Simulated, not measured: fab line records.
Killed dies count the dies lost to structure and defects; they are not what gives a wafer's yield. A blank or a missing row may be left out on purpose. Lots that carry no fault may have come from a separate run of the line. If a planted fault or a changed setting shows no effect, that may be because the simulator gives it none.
A lot that was struck, set against a sound lot :: flow nand-harc :: 13 out of 1159 route steps
Sound: these wafers, L560.1, L560.2, L560.5. Struck: wafer L566.2; the same lot's L566.5 was not struck, so it is left out; see the end for the cause.
For every step that has rows: the tool of each side, followed by ch and its chambers, followed by its first start. Under that, the readings that differ: sound wafers :: struck wafers :: difference of the means :: sigmas: that difference in standard deviations of wafers without a fault.
alike: same words and numbers on both sides, and readings whose means sit less than 2 such deviations apart. not compared: any withheld reading, any reading some wafer has no value for, any bound like >300 that may hide the same value, and any number with overlapping values for which the record gives no deviation.
A row with sigmas, a row that says differs or no value, or rows on one side alone: a step with any of these is where the two part. When numbers do not overlap yet have no deviation, they are printed without sigmas and do not part them. A reading missing from all wafers of one side parts the sides only when that side holds two or more wafers.

NHARC_A_WL_FILL_ALD_02: deposits TiN, target thk 2 nm, pulse time 3 s, ald cycles 100.
  sound on ald-metal-04 ch 0,1,2, day 15 05:32; struck on ald-metal-03 ch 3, day 17 10:12
  alike: heater-power-w, precursor-pulse-height-rel
NHARC_A_WL_FILL_CVD_03: deposits W, target thk 40 nm, time 3302 s.
  sound on cvd-w-01 ch 0, day 15 09:03; struck on cvd-w-02 ch 1, day 17 17:35
reading: mfc-ar-sccm (sccm)
sound: 1549 1548 1545
struck: 1567
difference: +20
sigmas: +4

reading: throttle-valve-pct (%)
sound: 7.24 7.50 7.54
struck: 8.15
difference: +0.72
sigmas: +3
  alike: chamber-pressure-Torr, heater-power-w
NHARC_A_WL_FILL_ETCHBACK_04: etches the open film in NF3, target depth 60 nm, time 120 s.
  sound on rie-metal-02 ch 0,1, day 15 15:10; struck on rie-metal-03 ch 1, day 17 20:28
reading: oes-product-au (a.u.)
sound: 0.961 1.007 0.962
struck: 1.020
difference: +0.043
sigmas: +3
  alike: drypump-motor-current-A, run-length-s
  not compared: rf-hours-counter-h
then, 1 step without rows for these wafers: NHARC_A_WL_FILL_ETCHBACK_05 (etches the open film in Cl2/BCl3, target depth 22 nm, time 60 s).
NHARC_A_WL_FILL_STRIP_27: strips in N2/H2, time 20 s.
  sound on plasma-asher-02 ch 0,1, day 15 15:33; struck on plasma-asher-02 ch 1, day 17 20:52
  alike: drypump-motor-current-A, heater-power-w
  not compared: rf-hours-counter-h
then, 4 steps without rows for these wafers: NHARC_A_WL_FILL_STRIP_28 (strips in post etch residue remover, time 1200 s); NHARC_A_WL_FILL_PRECLEAN_06 (cleans in DIW, time 300 s); NHARC_A_WL_FILL_SRD_07; NHARC_A_WL_FILL_ANNEAL_08 (time 1800 s).
NHARC_A_WL_FILL_ALD_10: deposits SiO2, target thk 50 nm, pulse time 10 s, ald cycles 500.
  sound on ald-hk-01 ch 0,2,3, day 15 19:32; struck on ald-hk-03 ch 3, day 18 21:03
  alike: heater-power-w, precursor-pulse-height-rel
NHARC_A_WL_FILL_ETCHBACK_16: etches the open film in C4F8/O2/Ar, target depth 88 nm, time 17.6 s.
  sound on rie-diel-11 ch 1,3, day 15 23:08; struck on rie-diel-12 ch 1, day 19 01:45
reading: rf-vpp-V (V)
sound: 718 722 722
struck: 732
difference: +11
sigmas: +3

reading: run-length-s (s)
sound: 38.3 39.1 39.2
struck: 24.2
difference: -14.7
sigmas: -37
  alike: oes-product-au
  not compared: rf-hours-counter-h
then, 1 step without rows for these wafers: NHARC_A_WL_FILL_STRIP_29 (strips in O2, time 20 s).
-- break in the record here, with 3 days between the starts of the struck wafers on either side (left off in module A_WL_FILL, picked up again in module END, where the first step shown is number 1159 on the route) --
NHARC_END_SORT_01:
  here the record holds rows for the struck wafers (prober-02 ch 0, day 22 12:49) but none for the sound ones

WHERE THEY PART
Earliest at NHARC_A_WL_FILL_CVD_03; latest, in this record, at NHARC_END_SORT_01.

WHY: the cause the simulator had injected
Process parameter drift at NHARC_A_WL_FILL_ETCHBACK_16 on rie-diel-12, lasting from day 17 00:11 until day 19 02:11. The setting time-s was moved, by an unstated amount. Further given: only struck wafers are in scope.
